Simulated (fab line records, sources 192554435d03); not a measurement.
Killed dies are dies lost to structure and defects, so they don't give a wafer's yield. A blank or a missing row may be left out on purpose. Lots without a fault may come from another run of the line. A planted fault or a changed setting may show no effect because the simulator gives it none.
Problem report in the 8D (eight disciplines) form, filled by code | flow n5_finfet | the parts of the form that need people (team, actions taken, sign-off) are left out

1. THE PROBLEM
etch_rf_on_time_s at N5_BEOL_M6_ETCH_61 reads a mean of 87.2 s on 2 wafers of 1 lot; wafers without a fault read 75.6 s with a standard deviation of 0.89. That is +13 standard deviations from the usual mean.
The step: etches SiARC in CF4, target depth 45.5 nm, time 75.8 s.
First seen on wafer L472.3, day 12 10:41, on rie_diel-06. The record holds 33 wafers of 11 lots with a number at this step. Rule for "out", or "out of limits": more than 4 standard deviations from the usual mean. The other wafers with a number count as sound.

2. WHAT IT IS AND WHAT IT IS NOT
question                    | is                | is not
which readings at this step | etch_rf_on_time_s | cf4_flow_sccm, drypump_motor_current_A, oes_product_au, rf_vpp_V, showerhead_plenum_p_Torr, throttle_valve_pct
which lots                  | L472              | L469, L470, L474, L477, L480, L483, L484, L485, L487, L488
which wafers of those lots  | L472.3, L472.5    | L472.6
read on which tools         | rie_diel-06       | rie_diel-01, rie_diel-04
when                        | from day 12 10:41 | up to then (10 sound wafers); but 21 sound wafers of L477, L480, L483, L484, L485, L487, L488 came after

3. SUSPECTS, AND WHAT RULES EACH OUT
Counting: a tool at a process step up to the reading stays a suspect if it ran every lot that is out. Sound lots after the first of them don't rule it out here, since some wafers of a struck lot are sound.
- pvd_sputter-02 at N5_BEOL_M5_SPUTTER_90 (material Cu, target thk 4.5 nm, time 8.29 s): kept. It ran the lot that is out, L472 (day 12 07:01).
- rie_diel-06 at N5_BEOL_M6_ETCH_61 (etches SiARC in CF4, target depth 45.5 nm, time 75.8 s): kept. It ran the lot that is out, L472 (day 12 10:41); its last sound lot up to then is L474 (day 12 09:58). Its own readings are out on those wafers: etch_rf_on_time_s.
- Within rie_diel-06 at N5_BEOL_M6_ETCH_61: the wafers that are out ran in chambers 0, 3; their sound lot-mates ran in chamber 2.
Left after counting: pvd_sputter-02 at N5_BEOL_M5_SPUTTER_90, rie_diel-06 at N5_BEOL_M6_ETCH_61.

4. THE CAUSE (what the simulator had put in)
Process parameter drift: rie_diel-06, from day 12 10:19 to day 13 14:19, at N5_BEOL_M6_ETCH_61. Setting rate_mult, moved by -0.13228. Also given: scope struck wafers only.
Counting left 2 suspects, and this tool is among them.

5. THE CHAIN OF EFFECTS, in route order
Each row: a reading whose mean over the struck wafers that have a number lies more than 3 standard deviations from the usual. Only readings for which the record gives a usual standard deviation are gone through. hours: the time from each lot's start at the first step in this table that gives one to its start at this step, as a median over the lots. sigmas: the change in usual standard deviations.
hours | step               | reading           | usual  | on struck wafers | change | sigmas
0     | N5_BEOL_M6_ETCH_61 | etch_rf_on_time_s | 75.6 s | 87.2             | +11.6  | +13
The process steps in it:
- N5_BEOL_M6_ETCH_61: etches SiARC in CF4, target depth 45.5 nm, time 75.8 s.
Later measuring or inspecting steps at which every struck wafer that the step has a row for has a number for every such reading, and none has moved that far: N5_BEOL_M6_CD_MEAS_18.

6. WHAT WOULD HAVE CAUGHT IT SOONER
In this record the first reading out of limits was taken at day 12 10:41, 0 hours after the fault began at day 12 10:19.
